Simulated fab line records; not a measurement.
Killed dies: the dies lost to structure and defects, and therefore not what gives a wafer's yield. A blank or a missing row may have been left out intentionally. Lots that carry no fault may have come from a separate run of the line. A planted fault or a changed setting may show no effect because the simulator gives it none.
Which of the tools did it? / flow n5-finfet / 24 lots, 72 wafers sampled, at 5 steps of a route of 1938

WHAT THE GAUGES READ, wafer by wafer
N5_BEOL_M12_OCD_MEAS_35.
lot=L075; measured=day 10 05:08; on=ocd-02; trench-depth-nm (nm)=319 323 320
lot=L074; measured=day 10 13:44; on=ocd-02; trench-depth-nm (nm)=320 317 307
lot=L077; measured=day 11 02:35; on=ocd-02; trench-depth-nm (nm)=308 323 318
lot=L076; measured=day 11 04:10; on=ocd-02; trench-depth-nm (nm)=323 320 324
lot=L079; measured=day 11 10:04; on=ocd-01; trench-depth-nm (nm)=325 316 317
lot=L078; measured=day 11 14:23; on=ocd-01; trench-depth-nm (nm)=330 324 324
lot=L080; measured=day 11 17:49; on=ocd-02; trench-depth-nm (nm)=321 323 319
lot=L081; measured=day 11 20:58; on=ocd-02; trench-depth-nm (nm)=307 326 306
lot=L082; measured=day 12 11:19; on=ocd-02; trench-depth-nm (nm)=317 326 315
lot=L083; measured=day 12 11:55; on=ocd-02; trench-depth-nm (nm)=304 324 315
lot=L084; measured=day 13 06:49; on=ocd-01; trench-depth-nm (nm)=309 314 318
lot=L086; measured=day 13 22:05; on=ocd-02; trench-depth-nm (nm)=303 315 321
lot=L087; measured=day 13 22:51; on=ocd-01; trench-depth-nm (nm)=324 324 317
lot=L085; measured=day 14 00:10; on=ocd-01; trench-depth-nm (nm)=320 318 317
lot=L088; measured=day 14 15:14; on=ocd-01; trench-depth-nm (nm)=306 315 323
lot=L089; measured=day 14 15:37; on=ocd-02; trench-depth-nm (nm)=320 322 321
lot=L091; measured=day 14 17:55; on=ocd-02; trench-depth-nm (nm)=322 327 316
lot=L090; measured=day 14 21:22; on=ocd-02; trench-depth-nm (nm)=312 307 325
lot=L093; measured=day 15 00:26; on=ocd-01; trench-depth-nm (nm)=324 307 312
lot=L092; measured=day 15 02:47; on=ocd-01; trench-depth-nm (nm)=327 319 327
lot=L094; measured=day 15 04:50; on=ocd-02; trench-depth-nm (nm)=320 319 318
lot=L095; measured=day 16 02:33; on=ocd-01; trench-depth-nm (nm)=314 318 317
lot=L096; measured=day 16 07:43; on=ocd-01; trench-depth-nm (nm)=329 326 330
lot=L097; measured=day 16 20:07; on=ocd-01; trench-depth-nm (nm)=320 318 327

N5_BEOL_M12_INSPECT_55: inspects for defects (darkfield).
lot=L075; measured=day 10 09:31; on=defect-inspect-01; raw-defect-count=49 60 53
lot=L074; measured=day 10 15:28; on=defect-inspect-02; raw-defect-count=70 52 83
lot=L077; measured=day 11 04:17; on=defect-inspect-01; raw-defect-count=211 161 67
lot=L076; measured=day 11 07:26; on=defect-inspect-02; raw-defect-count=73 38 56
lot=L079; measured=day 11 13:10; on=defect-inspect-01; raw-defect-count=46 54 58
lot=L078; measured=day 11 17:50; on=defect-inspect-02; raw-defect-count=69 101 76
lot=L080; measured=day 11 23:50; on=defect-inspect-02; raw-defect-count=53 63 59
lot=L081; measured=day 12 00:57; on=defect-inspect-02; raw-defect-count=81 95 93
lot=L082; measured=day 12 13:36; on=defect-inspect-02; raw-defect-count=48 65 72
lot=L083; measured=day 12 17:38; on=defect-inspect-01; raw-defect-count=110 59 163
lot=L084; measured=day 13 09:01; on=defect-inspect-01; raw-defect-count=106 66 84
lot=L086; measured=day 14 01:09; on=defect-inspect-02; raw-defect-count=56 47 62
lot=L087; measured=day 14 01:25; on=defect-inspect-02; raw-defect-count=91 106 84
lot=L085; measured=day 14 01:54; on=defect-inspect-02; raw-defect-count=35 43 58
lot=L088; measured=day 14 21:22; on=defect-inspect-02; raw-defect-count=37 82 71
lot=L089; measured=day 14 21:38; on=defect-inspect-02; raw-defect-count=43 78 90
lot=L091; measured=day 14 21:55; on=defect-inspect-02; raw-defect-count=59 28 47
lot=L090; measured=day 15 00:22; on=defect-inspect-02; raw-defect-count=49 65 81
lot=L093; measured=day 15 03:08; on=defect-inspect-02; raw-defect-count=49 43 46
lot=L092; measured=day 15 09:27; on=defect-inspect-02; raw-defect-count=79 57 64
lot=L094; measured=day 15 08:34; on=defect-inspect-02; raw-defect-count=58 62 28
lot=L095; measured=day 16 06:42; on=defect-inspect-02; raw-defect-count=69 34 63
lot=L096; measured=day 16 10:23; on=defect-inspect-01; raw-defect-count=43 78 44
lot=L097; measured=day 16 21:53; on=defect-inspect-02; raw-defect-count=121 55 141

N5_BEOL_M13_INSPECT_12: inspects for defects (macro).
lot=L075; measured=day 10 10:11; on=defect-inspect-02; raw-defect-count=0 1 5
lot=L074; measured=day 10 16:08; on=defect-inspect-01; raw-defect-count=2 1 1
lot=L077; measured=day 11 04:58; on=defect-inspect-02; raw-defect-count=1 2 4
lot=L076; measured=day 11 07:59; on=defect-inspect-02; raw-defect-count=2 1 1
lot=L079; measured=day 11 13:50; on=defect-inspect-01; raw-defect-count=2 3 1
lot=L078; measured=day 11 18:22; on=defect-inspect-01; raw-defect-count=4 3 3
lot=L080; measured=day 12 00:23; on=defect-inspect-02; raw-defect-count=4 2 1
lot=L081; measured=day 12 01:29; on=defect-inspect-02; raw-defect-count=1 0 1
lot=L082; measured=day 12 14:16; on=defect-inspect-01; raw-defect-count=4 1 2
lot=L083; measured=day 12 18:14; on=defect-inspect-02; raw-defect-count=1 1 2
lot=L084; measured=day 13 09:42; on=defect-inspect-01; raw-defect-count=3 0 2
lot=L086; measured=day 14 01:41; on=defect-inspect-01; raw-defect-count=2 6 2
lot=L087; measured=day 14 01:58; on=defect-inspect-01; raw-defect-count=2 0 2
lot=L085; measured=day 14 03:23; on=defect-inspect-01; raw-defect-count=2 1 1
lot=L088; measured=day 14 22:02; on=defect-inspect-02; raw-defect-count=0 4 2
lot=L089; measured=day 14 22:19; on=defect-inspect-01; raw-defect-count=2 0 5
lot=L091; measured=day 14 22:35; on=defect-inspect-02; raw-defect-count=0 3 1
lot=L090; measured=day 15 01:02; on=defect-inspect-01; raw-defect-count=1 3 3
lot=L093; measured=day 15 03:41; on=defect-inspect-01; raw-defect-count=1 1 2
lot=L092; measured=day 15 09:59; on=defect-inspect-01; raw-defect-count=1 1 1
lot=L094; measured=day 15 09:07; on=defect-inspect-01; raw-defect-count=3 6 2
lot=L095; measured=day 16 07:15; on=defect-inspect-02; raw-defect-count=4 2 3
lot=L096; measured=day 16 10:55; on=defect-inspect-01; raw-defect-count=3 2 4
lot=L097; measured=day 16 22:33; on=defect-inspect-01; raw-defect-count=2 2 1

N5_BEOL_M13_OVL_MEAS_29.
lot=L075; measured=day 10 11:07; on=overlay-02; M13_OVL (nm)=1 -3 5
lot=L074; measured=day 10 17:03; on=overlay-01; M13_OVL (nm)=-5 -7 -5
lot=L077; measured=day 11 06:00; on=overlay-01; M13_OVL (nm)=1 3 2
lot=L076; measured=day 11 09:23; on=overlay-02; M13_OVL (nm)=3 10 8
lot=L079; measured=day 11 14:53; on=overlay-02; M13_OVL (nm)=1 -3 7
lot=L078; measured=day 11 19:25; on=overlay-01; M13_OVL (nm)=2 4 0
lot=L080; measured=day 12 01:26; on=overlay-01; M13_OVL (nm)=-2 -2 -5
lot=L081; measured=day 12 02:25; on=overlay-01; M13_OVL (nm)=7 9 3
lot=L082; measured=day 12 15:11; on=overlay-01; M13_OVL (nm)=2 4 -1
lot=L083; measured=day 12 19:17; on=overlay-02; M13_OVL (nm)=-5 -6 -4
lot=L084; measured=day 13 10:37; on=overlay-02; M13_OVL (nm)=-3 -6 -6
lot=L086; measured=day 14 02:45; on=overlay-01; M13_OVL (nm)=2 6 0
lot=L087; measured=day 14 02:53; on=overlay-02; M13_OVL (nm)=5 3 7
lot=L085; measured=day 14 04:28; on=overlay-01; M13_OVL (nm)=-5 -3 -2
lot=L088; measured=day 14 23:07; on=overlay-01; M13_OVL (nm)=7 3 6
lot=L089; measured=day 14 23:22; on=overlay-02; M13_OVL (nm)=-5 4 4
lot=L091; measured=day 14 23:41; on=overlay-02; M13_OVL (nm)=6 4 5
lot=L090; measured=day 15 02:05; on=overlay-02; M13_OVL (nm)=10 -1 2
lot=L093; measured=day 15 04:36; on=overlay-02; M13_OVL (nm)=-13 -1 -3
lot=L092; measured=day 15 10:55; on=overlay-01; M13_OVL (nm)=2 6 3
lot=L094; measured=day 15 10:20; on=overlay-02; M13_OVL (nm)=-9 -5 -10
lot=L095; measured=day 16 08:10; on=overlay-02; M13_OVL (nm)=5 -4 -3
lot=L096; measured=day 16 11:50; on=overlay-02; M13_OVL (nm)=0 0 0
lot=L097; measured=day 16 23:28; on=overlay-02; M13_OVL (nm)=-9 2 -4

EACH LOT AND THE TOOL THAT RAN IT (in order: tool; ch and the chambers of the sampled wafers; start)
lot=L075; N5_BEOL_M12_ANNEAL_48=rtp-anneal-01 ch 0, day 10 08:50
lot=L074; N5_BEOL_M12_ANNEAL_48=rtp-anneal-01 ch 0, day 10 14:43
lot=L077; N5_BEOL_M12_ANNEAL_48=rtp-anneal-02 ch 0, day 11 03:40
lot=L076; N5_BEOL_M12_ANNEAL_48=rtp-anneal-01 ch 0, day 11 06:44
lot=L079; N5_BEOL_M12_ANNEAL_48=rtp-anneal-02 ch 0, day 11 12:28
lot=L078; N5_BEOL_M12_ANNEAL_48=rtp-anneal-02 ch 0, day 11 16:47
lot=L080; N5_BEOL_M12_ANNEAL_48=rtp-anneal-01 ch 0, day 11 23:06
lot=L081; N5_BEOL_M12_ANNEAL_48=rtp-anneal-01 ch 0, day 12 00:12
lot=L082; N5_BEOL_M12_ANNEAL_48=rtp-anneal-01 ch 0, day 12 12:52
lot=L083; N5_BEOL_M12_ANNEAL_48=rtp-anneal-02 ch 0, day 12 16:53
lot=L084; N5_BEOL_M12_ANNEAL_48=rtp-anneal-01 ch 0, day 13 08:19
lot=L086; N5_BEOL_M12_ANNEAL_48=rtp-anneal-02 ch 0, day 14 00:27
lot=L087; N5_BEOL_M12_ANNEAL_48=rtp-anneal-02 ch 0, day 14 00:46
lot=L085; N5_BEOL_M12_ANNEAL_48=rtp-anneal-01 ch 0, day 14 01:04
lot=L088; N5_BEOL_M12_ANNEAL_48=rtp-anneal-01 ch 0, day 14 20:38
lot=L089; N5_BEOL_M12_ANNEAL_48=rtp-anneal-01 ch 0, day 14 20:59
lot=L091; N5_BEOL_M12_ANNEAL_48=rtp-anneal-02 ch 0, day 14 21:10
lot=L090; N5_BEOL_M12_ANNEAL_48=rtp-anneal-02 ch 0, day 14 23:40
lot=L093; N5_BEOL_M12_ANNEAL_48=rtp-anneal-02 ch 0, day 15 02:23
lot=L092; N5_BEOL_M12_ANNEAL_48=rtp-anneal-01 ch 0, day 15 08:43
lot=L094; N5_BEOL_M12_ANNEAL_48=rtp-anneal-02 ch 0, day 15 07:53
lot=L095; N5_BEOL_M12_ANNEAL_48=rtp-anneal-01 ch 0, day 16 06:05
lot=L096; N5_BEOL_M12_ANNEAL_48=rtp-anneal-02 ch 0, day 16 09:35
lot=L097; N5_BEOL_M12_ANNEAL_48=rtp-anneal-02 ch 0, day 16 21:08
- N5_BEOL_M12_ANNEAL_48: time 90 s.

WHAT THE TOOLS THEMSELVES READ (means of the sampled wafers that have a number; where no wafer has one, the mark that the record gives instead)
N5_BEOL_M12_ANNEAL_48.
lot=L075 tool=rtp-anneal-01 wafer_temp_C_max=225.5
lot=L074 tool=rtp-anneal-01 wafer_temp_C_max=225.6
lot=L077 tool=rtp-anneal-02 wafer_temp_C_max=226.7
lot=L076 tool=rtp-anneal-01 wafer_temp_C_max=225.6
lot=L079 tool=rtp-anneal-02 wafer_temp_C_max=226.6
lot=L078 tool=rtp-anneal-02 wafer_temp_C_max=226.1
lot=L080 tool=rtp-anneal-01 wafer_temp_C_max=225.8
lot=L081 tool=rtp-anneal-01 wafer_temp_C_max=225.3
lot=L082 tool=rtp-anneal-01 wafer_temp_C_max=225.4
lot=L083 tool=rtp-anneal-02 wafer_temp_C_max=226.5
lot=L084 tool=rtp-anneal-01 wafer_temp_C_max=225.5
lot=L086 tool=rtp-anneal-02 wafer_temp_C_max=226.4
lot=L087 tool=rtp-anneal-02 wafer_temp_C_max=226.6
lot=L085 tool=rtp-anneal-01 wafer_temp_C_max=225.4
lot=L088 tool=rtp-anneal-01 wafer_temp_C_max=225.5
lot=L089 tool=rtp-anneal-01 wafer_temp_C_max=225.5
lot=L091 tool=rtp-anneal-02 wafer_temp_C_max=226.5
lot=L090 tool=rtp-anneal-02 wafer_temp_C_max=226.6
lot=L093 tool=rtp-anneal-02 wafer_temp_C_max=226.4
lot=L092 tool=rtp-anneal-01 wafer_temp_C_max=225.7
lot=L094 tool=rtp-anneal-02 wafer_temp_C_max=226.7
lot=L095 tool=rtp-anneal-01 wafer_temp_C_max=225.4
lot=L096 tool=rtp-anneal-02 wafer_temp_C_max=225.9
lot=L097 tool=rtp-anneal-02 wafer_temp_C_max=226.2

THE ANSWER, worked out from the rows above alone
Rule: the lots themselves supply what counts as usual. Put in order of their means at a reading, lots are off if they are a third of the lots or fewer, leave a main group of 4 or more, and stand apart from it by a gap of 3 or more times the standard deviation of the main group's means; of several such gaps the widest counts. If all means in a main group match to the digits the tables above print for the reading, that group is not used. Also off: a lot with no number at a reading for which 4 or more lots have one. The other lots that the step has rows for count as sound. After the gauges, taken in route order, come the tools' own readings; for these a lot's mean is taken, as printed above. At the first step where some lot is off, the reading lying furthest off is the one used; lots without a number count as furthest.
Nothing can be told from this: no lot is off at any reading shown.

WHAT THE SIMULATOR HAD INSERTED
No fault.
